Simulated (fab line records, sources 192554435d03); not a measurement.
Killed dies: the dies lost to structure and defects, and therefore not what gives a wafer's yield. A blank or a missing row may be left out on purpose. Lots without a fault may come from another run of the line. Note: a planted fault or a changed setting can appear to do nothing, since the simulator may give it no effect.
The tool behind it: which one? :: flow n5_finfet :: 6 lots, 18 wafers sampled, at 2 steps of a route of 1938

## WHAT THE GAUGES SHOWED, per wafer
N5_BEOL_M11_THK_MEAS_01.
lot: L205
measured: day 11 14:40
on: film_metro-02
M11_ILD_THK (nm): 265 269 272

lot: L207
measured: day 12 02:52
on: film_metro-02
M11_ILD_THK (nm): 266 267 273

lot: L212
measured: day 12 19:34
on: film_metro-01
M11_ILD_THK (nm): 265 265 270

lot: L218
measured: day 15 00:49
on: film_metro-02
M11_ILD_THK (nm): 264 271 273

lot: L220
measured: day 15 05:10
on: film_metro-02
M11_ILD_THK (nm): 265 265 268

lot: L223
measured: day 16 11:41
on: film_metro-01
M11_ILD_THK (nm): 265 264 270

## WHICH TOOL RAN EACH LOT (tool, then ch and the chambers of the sampled wafers, then the start)
lot: L205
N5_BEOL_M10_CMP_52: cmp-02 ch 1,2,3, day 11 13:28

lot: L207
N5_BEOL_M10_CMP_52: cmp-01 ch 0,1, day 12 01:47

lot: L212
N5_BEOL_M10_CMP_52: cmp-02 ch 0,2,3, day 12 18:31

lot: L218
N5_BEOL_M10_CMP_52: cmp-04 ch 2,3, day 14 23:43

lot: L220
N5_BEOL_M10_CMP_52: cmp-04 ch 1,3, day 15 03:58

lot: L223
N5_BEOL_M10_CMP_52: cmp-02 ch 0,1,3, day 16 10:38
- N5_BEOL_M10_CMP_52: polishes, stops on SiCOH lowk, t overpolish 7 s, target thk 140 nm.

## THE ANSWER, worked out from the rows above alone
Rule: usual is defined by the lots themselves. Put in order of their means at a reading, lots are off if they are a third of the lots or fewer, leave a main group of 4 or more, and stand apart from it by a gap of 3 or more times the standard deviation of the main group's means; of several such gaps the widest counts. If all means in a main group match to the digits the tables above print for the reading, that group is not used. Also off: a lot with no number at a reading for which 4 or more lots have one. Any other lot the step has rows for is counted as sound.
None of the lots is off at any reading shown; this tells nothing.

## WHAT WAS PUT IN BY THE SIMULATOR
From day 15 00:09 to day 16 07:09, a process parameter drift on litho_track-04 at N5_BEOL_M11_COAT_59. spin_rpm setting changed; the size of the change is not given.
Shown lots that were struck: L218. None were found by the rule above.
